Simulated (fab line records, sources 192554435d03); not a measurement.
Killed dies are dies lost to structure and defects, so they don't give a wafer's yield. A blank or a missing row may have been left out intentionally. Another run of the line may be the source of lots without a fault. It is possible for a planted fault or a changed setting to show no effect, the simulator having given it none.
Chamber matching / flow n5-finfet / N5_PMOS_HMC_CHANNEL_EPI_STRIP_33 on rie-diel-03: 4 sister chambers
The step strips in N2/H2. 4 wafers are shown with their chamber, then 7 later ones without.

WAFERS WITH THEIR CHAMBER
wafer=L173.2; chamber=0; showerhead-plenum-p-Torr (Torr)=3.46
wafer=L173.6; chamber=2; showerhead-plenum-p-Torr (Torr)=3.43
wafer=L187.3; chamber=3; showerhead-plenum-p-Torr (Torr)=3.25
wafer=L188.4; chamber=1; showerhead-plenum-p-Torr (Torr)=3.27

WAFERS WITH NO CHAMBER GIVEN
wafer=L188.6; showerhead-plenum-p-Torr (Torr)=3.41
wafer=L189.1; showerhead-plenum-p-Torr (Torr)=3.41
wafer=L189.2; showerhead-plenum-p-Torr (Torr)=3.26
wafer=L189.5; showerhead-plenum-p-Torr (Torr)=3.45
wafer=L192.3; showerhead-plenum-p-Torr (Torr)=3.41
wafer=L192.4; showerhead-plenum-p-Torr (Torr)=3.26
wafer=L192.5; showerhead-plenum-p-Torr (Torr)=3.45

CHAMBER TAKEN BY EACH
wafer=L188.6; from the rows above=can't be placed: 2 or 0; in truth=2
wafer=L189.1; from the rows above=can't be placed: 2 or 0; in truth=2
wafer=L189.2; from the rows above=can't be placed: 3 or 1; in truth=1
wafer=L189.5; from the rows above=can't be placed: 0 or 2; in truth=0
wafer=L192.3; from the rows above=can't be placed: 2 or 0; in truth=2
wafer=L192.4; from the rows above=can't be placed: 3 or 1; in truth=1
wafer=L192.5; from the rows above=can't be placed: 0 or 2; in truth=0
0 of 7 placed correctly. From these rows, 7 cannot be placed; in 7 the true chamber is one of the candidates. Placed wrongly: 0.
How it was worked out, from the rows above alone: a wafer's distance from a chamber is the root of the sum, over the readings, of the square of ((its reading less the chamber's mean) divided by the reading's scatter). The wafer belongs to the nearest chamber; if the next one is less than 2 further off, it can't be placed. The mean given for a chamber averages the wafers shown for that chamber. The scatter: root of mean squared gap, hidden wafer to nearest shown wafer, with one shown wafer a chamber.
